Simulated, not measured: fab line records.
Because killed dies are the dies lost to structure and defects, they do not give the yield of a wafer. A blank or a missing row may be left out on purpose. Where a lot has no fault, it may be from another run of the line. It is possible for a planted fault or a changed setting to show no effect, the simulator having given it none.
Matching of chambers / flow nandHarc / NHARC_P_CONTACT_CMP_24 on cmp-03: 4 sister chambers
The step polishes, t overpolish 30 s, target thk 200 nm. 14 wafers are shown with their chamber, then 7 later ones without.

== WAFERS, EACH WITH ITS CHAMBER ==
wafer=L791.1; chamber=2; motorCurrentA (A)=12.1; timeToEndpointS (s)=45; slurryFilterDpKPa (kPa)=13.55
wafer=L791.3; chamber=1; motorCurrentA (A)=11.2; timeToEndpointS (s)=39; slurryFilterDpKPa (kPa)=13.37
wafer=L791.4; chamber=0; motorCurrentA (A)=10.4; timeToEndpointS (s)=41; slurryFilterDpKPa (kPa)=13.52
wafer=L803.2; chamber=1; motorCurrentA (A)=11.9; timeToEndpointS (s)=35; slurryFilterDpKPa (kPa)=13.42
wafer=L803.3; chamber=3; motorCurrentA (A)=12.8; timeToEndpointS (s)=42; slurryFilterDpKPa (kPa)=13.39
wafer=L803.6; chamber=3; motorCurrentA (A)=12.9; timeToEndpointS (s)=40; slurryFilterDpKPa (kPa)=13.56
wafer=L804.3; chamber=3; motorCurrentA (A)=12.6; timeToEndpointS (s)=42; slurryFilterDpKPa (kPa)=13.60
wafer=L804.4; chamber=1; motorCurrentA (A)=11.5; timeToEndpointS (s)=37; slurryFilterDpKPa (kPa)=13.26
wafer=L804.6; chamber=3; motorCurrentA (A)=12.5; timeToEndpointS (s)=46; slurryFilterDpKPa (kPa)=13.71
wafer=L807.1; chamber=3; motorCurrentA (A)=12.5; timeToEndpointS (s)=42; slurryFilterDpKPa (kPa)=13.50
wafer=L807.4; chamber=2; motorCurrentA (A)=11.9; timeToEndpointS (s)=42; slurryFilterDpKPa (kPa)=13.39
wafer=L807.6; chamber=1; motorCurrentA (A)=11.7; timeToEndpointS (s)=34; slurryFilterDpKPa (kPa)=13.57
wafer=L811.2; chamber=3; motorCurrentA (A)=12.4; timeToEndpointS (s)=43; slurryFilterDpKPa (kPa)=13.63
wafer=L811.4; chamber=1; motorCurrentA (A)=12.0; timeToEndpointS (s)=38; slurryFilterDpKPa (kPa)=13.25

SIGNATURES (averages over the wafers above)
reading=motorCurrentA; chamber 0=10.400; chamber 1=11.660; chamber 2=12.000; chamber 3=12.617; scatter within a chamber=0.249
reading=timeToEndpointS; chamber 0=41.00; chamber 1=36.60; chamber 2=43.50; chamber 3=42.50; scatter within a chamber=2.03
reading=slurryFilterDpKPa; chamber 0=13.5200; chamber 1=13.3740; chamber 2=13.4700; chamber 3=13.5650; scatter within a chamber=0.12
Rule: distance of a wafer from a chamber = root of the sum over the readings of ((wafer's reading minus chamber's mean) / reading's scatter) squared. If the next closest chamber is less than 2 further off than the closest, the wafer can't be placed; otherwise it belongs to the closest. How the scatter is found: for the shown wafers, subtract from each reading the mean of its chamber, square and add these, divide the total by (wafers less chambers), then take the root.

== WAFERS MISSING THEIR CHAMBER ==
wafer=L811.5; motorCurrentA (A)=11.9; timeToEndpointS (s)=42; slurryFilterDpKPa (kPa)=13.49
wafer=L812.1; motorCurrentA (A)=10.5; timeToEndpointS (s)=39; slurryFilterDpKPa (kPa)=13.61
wafer=L812.4; motorCurrentA (A)=11.9; timeToEndpointS (s)=43; slurryFilterDpKPa (kPa)=13.72
wafer=L812.5; motorCurrentA (A)=12.3; timeToEndpointS (s)=41; slurryFilterDpKPa (kPa)=13.53
wafer=L813.1; motorCurrentA (A)=11.8; timeToEndpointS (s)=42; slurryFilterDpKPa (kPa)=13.22
wafer=L813.3; motorCurrentA (A)=10.8; timeToEndpointS (s)=39; slurryFilterDpKPa (kPa)=13.80
wafer=L813.5; motorCurrentA (A)=10.8; timeToEndpointS (s)=40; slurryFilterDpKPa (kPa)=13.41

== EACH ONE'S CHAMBER ==
wafer=L811.5; from the rows above=2; in truth=2
wafer=L812.1; from the rows above=0; in truth=0
wafer=L812.4; from the rows above=can't be placed: 2 or 3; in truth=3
wafer=L812.5; from the rows above=can't be placed: 3 or 2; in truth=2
wafer=L813.1; from the rows above=can't be placed: 2 or 1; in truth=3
wafer=L813.3; from the rows above=0; in truth=0
wafer=L813.5; from the rows above=can't be placed: 0 or 1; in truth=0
Placed correctly: 3 of 7. Can't be placed from these rows: 4 (the true chamber is among the candidates in 3). Number placed wrongly: 0.
